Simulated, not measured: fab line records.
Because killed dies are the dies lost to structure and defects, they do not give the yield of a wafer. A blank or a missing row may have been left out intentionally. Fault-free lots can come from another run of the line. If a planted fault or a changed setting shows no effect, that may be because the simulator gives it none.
A struck lot beside a sound one | flow n5-finfet | 16 out of 1938 route steps
Sound: these wafers, L468.1, L468.4, L468.6. Wafers struck: L456.2, L456.6. The cause comes at the end.
Per side, at each step with rows, come the tool, then ch with its chambers, and then its first start. Under that, the readings that differ: sound wafers | struck wafers | difference of the means | sigmas: that difference in standard deviations of wafers without a fault.
alike: same words and numbers on both sides, and readings whose means sit less than 2 such deviations apart. not compared: any withheld reading, any reading some wafer has no value for, any bound like >300 that may hide the same value, and any number with overlapping values for which the record gives no deviation.
Wherever a step has rows on one side only, a row that says differs or no value, or a row with sigmas, the two part there. Numbers that don't overlap but have no deviation are shown without sigmas and don't part them. Lack of a reading on every wafer of one side parts them only where that side has two or more wafers.

first, 3 steps without rows for these wafers: N5_MOL_CONTACT_COAG_ETCH_106 (etches SOC in N2/H2, target depth 80 nm, overetch 16 nm, time 120 s); N5_MOL_CONTACT_COAG_STRIP_107 (strips in N2/H2); N5_MOL_CONTACT_COAG_STRIP_108 (strips in N2/H2).
N5_MOL_CONTACT_COAG_CONTACT_ETCH_14: etches SiO2 in C4F6/O2, target depth 27.5 nm, overetch 8.5 nm, time 20 s.
  sound on rie-diel-04 ch 0,2, day 8 22:58; struck on rie-diel-04 ch 2,3, day 5 22:06
  alike: drypump-motor-current-A, oes-product-au, rf-vpp-V, showerhead-plenum-p-Torr, throttle-valve-pct
  not compared: rf-hours-counter-h
then, 1 step without rows for these wafers: N5_MOL_CONTACT_COAG_STRIP_109 (strips in C4F6/O2).
N5_MOL_CONTACT_COAG_ETCH_15: etches SiNx in CH3F/O2, stops on Si:P, target depth 7 nm.
  sound on rie-diel-04 ch 0,2, day 8 23:00; struck on rie-diel-04 ch 2,3, day 5 22:08
  alike: drypump-motor-current-A, oes-product-au, rf-vpp-V, showerhead-plenum-p-Torr, throttle-valve-pct
  not compared: rf-hours-counter-h
N5_MOL_CONTACT_COAG_ETCH_110: etches Si in CF4/O2, target depth 2.5 nm, time 8 s.
  sound on rie-diel-04 ch 0,2, day 8 23:04; struck on rie-diel-04 ch 2,3, day 5 22:12
  alike: cf4-flow-sccm, drypump-motor-current-A, oes-product-au, rf-vpp-V, showerhead-plenum-p-Torr, throttle-valve-pct
  not compared: rf-hours-counter-h
N5_MOL_CONTACT_COAG_STRIP_98: strips in N2/H2.
  sound on rie-diel-04 ch 0,2, day 8 23:06; struck on rie-diel-04 ch 2,3, day 5 22:15
  alike: drypump-motor-current-A, oes-product-au, rf-vpp-V, showerhead-plenum-p-Torr, temp-c, throttle-valve-pct
  not compared: rf-hours-counter-h
N5_MOL_CONTACT_COAG_CD_MEAS_99 targets a cd of 17.2 nm.
  sound on cd-sem-02 at day 8 23:10; struck on cd-sem-03 at day 5 22:19
  alike: cd-nm
then, 3 steps without rows for these wafers: N5_MOL_CONTACT_COAG_IMPLANT_129; N5_MOL_CONTACT_COAG_PRECLEAN_111 (cleans in NF3:NH3, afs cycles 1, time 20 s, sublimation time 60 s); N5_MOL_CONTACT_COAG_TI_SIL_19 (material Ti, target thk 4.2 nm, time 15 s).
N5_MOL_CONTACT_COAG_ALD_20: deposits TiN, target thk 1.5 nm, pulse time 1 s, purge time 3 s.
  sound on ald-metal-04 ch 0,3, day 9 00:55; struck on ald-metal-03 ch 1,3, day 5 22:56
  reading                                          | sound       | struck  | difference | sigmas
  ald-cycles                                       | 68 68 68    | 126 126 | +58        |
  model.TiN_of_MOL_CONTACT_COAG_ALD_20.thk-nm (nm) | 1.6 1.6 1.4 | 2.8 2.8 | +1.3       |
  alike: heater-power-w, precursor-pulse-height-rel
  not compared: since-wet-clean-h
N5_MOL_CONTACT_COAG_SIL_ANNEAL_21: time 60 s.
  sound on rtp-anneal-02 ch 0, day 9 01:17; struck on rtp-anneal-02 ch 0, day 5 23:27
  alike: lamp-power-pct, lamp_zone_6_pct, wafer_temp_C_max
-- here the record skips 3 days between the struck wafers' starts before and after, leaving off in module MOL_CONTACT_COAG and picking up in module BEOL_M4 (first step shown: number 1111 of the route) --
N5_BEOL_M4_RC_MEAS_101:
  sound on prober-01 ch 0, day 12 12:05; struck on prober-02 ch 0, day 9 03:53
  reading       | sound       | struck  | difference | sigmas
  ION_N (uA/um) | 655 644 652 | 697 686 | +41        | +2
  alike: DIBL_N, DIBL_P, IOFF_N, IOFF_P, ION_P, SS_N, SS_P, VT_N, VT_P
-- record jumps: 4 days separate the struck wafers' starts on either side; left off in module BEOL_M4, taken up again in module PASSIVATION, whose first shown step is the route's number 1936 --
N5_PASSIVATION_PROBE_49:
  sound on prober-01 at day 16 23:11; struck on prober-01 at day 13 04:19
  reading         | sound  | struck | difference | sigmas
  killed-at-other | 9 10 2 | 1 0    | -6         | -2
  alike: defect-limited-yield, killed_at_M0_to_M3, killed_at_M4_up, killed-at-contacts, killed-at-front-end, killed-dies, killed-open, killed-short, sort_bin_4_leakage, sort_bin_5_function, sort_bin_6_memory, sort_bin_8_speed, sort-n-pass, sort-yield-pct

== WHERE THEY PART ==
Last at N5_PASSIVATION_PROBE_49 as far as this record goes, first at N5_BEOL_M4_RC_MEAS_101.

WHY: what the simulator had put in
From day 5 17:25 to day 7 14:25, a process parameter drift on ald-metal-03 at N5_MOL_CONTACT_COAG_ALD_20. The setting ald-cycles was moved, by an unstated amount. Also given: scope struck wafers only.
